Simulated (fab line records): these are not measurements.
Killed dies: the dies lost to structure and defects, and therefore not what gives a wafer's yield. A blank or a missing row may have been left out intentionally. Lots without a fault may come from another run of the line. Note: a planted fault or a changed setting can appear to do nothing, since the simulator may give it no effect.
Which tool is to blame?    flow nand-harc    6 lots, 18 wafers sampled, at 4 steps of a route of 1302

WHAT THE GAUGES SHOWED, per wafer
NHARC_P_GATE_INSPECT_68.
lot   measured      on                 raw-defect-count
L117  day 6 23:40   defect-inspect-01  212 107 171
L119  day 7 18:35   defect-inspect-02  356 355 221
L121  day 8 22:47   defect-inspect-01  195 353 201
L123  day 10 03:07  defect-inspect-01  132 161 137
L128  day 11 18:22  defect-inspect-02  204 183 123
L134  day 14 05:22  defect-inspect-02  301 226 656

WHAT TOOL EACH LOT RAN ON (gives the tool, then ch and the chambers of the sampled wafers, and finally the start)
lot   NHARC_P_GATE_STRIP_111                NHARC_P_GATE_STRIP_113                NHARC_P_GATE_ETCH_77
L117  plasma-asher-01 ch 0,1, day 6 17:46   plasma-asher-02 ch 0,1, day 6 21:28   wet-bench-06 ch 3,4,6, day 6 22:37
L119  plasma-asher-01 ch 0,1, day 7 12:37   plasma-asher-01 ch 0,1, day 7 16:13   wet-bench-06 ch 0,3,5, day 7 17:31
L121  plasma-asher-01 ch 0,1, day 8 16:40   plasma-asher-02 ch 0,1, day 8 20:15   wet-bench-06 ch 4,6,7, day 8 21:43
L123  plasma-asher-02 ch 0,1, day 9 21:16   plasma-asher-01 ch 0,1, day 10 00:31  wet-bench-06 ch 0,2,5, day 10 02:02
L128  plasma-asher-01 ch 0,1, day 11 12:19  plasma-asher-01 ch 0,1, day 11 15:46  wet-bench-06 ch 3,4,7, day 11 17:16
L134  plasma-asher-01 ch 0,1, day 13 23:29  plasma-asher-01 ch 0,1, day 14 02:50  wet-bench-04 ch 5,6,7, day 14 04:19
- NHARC_P_GATE_STRIP_111: strips in N2/H2, time 250 s.
- NHARC_P_GATE_STRIP_113: strips in N2/H2, time 740 s.
- NHARC_P_GATE_ETCH_77: etches SiO2 in dHF, target depth 6 nm.

THE ANSWER, worked out from the rows above alone
Rule: the lots themselves supply what counts as usual. The widest of any qualifying gaps counts: lots, ordered by their means at a reading, are off when they make up no more than a third of the lots, leave a main group of 4 or more, and stand apart from it by 3 or more times the standard deviation of that group's means. If all means in a main group match to the digits the tables above print for the reading, that group is not used. Also off: a lot with no number at a reading for which 4 or more lots have one. Where the step has rows for the other lots, those lots are counted as sound.
Nothing can be told from this: no lot is off at any reading shown.

WHAT THE SIMULATOR HAD INSERTED
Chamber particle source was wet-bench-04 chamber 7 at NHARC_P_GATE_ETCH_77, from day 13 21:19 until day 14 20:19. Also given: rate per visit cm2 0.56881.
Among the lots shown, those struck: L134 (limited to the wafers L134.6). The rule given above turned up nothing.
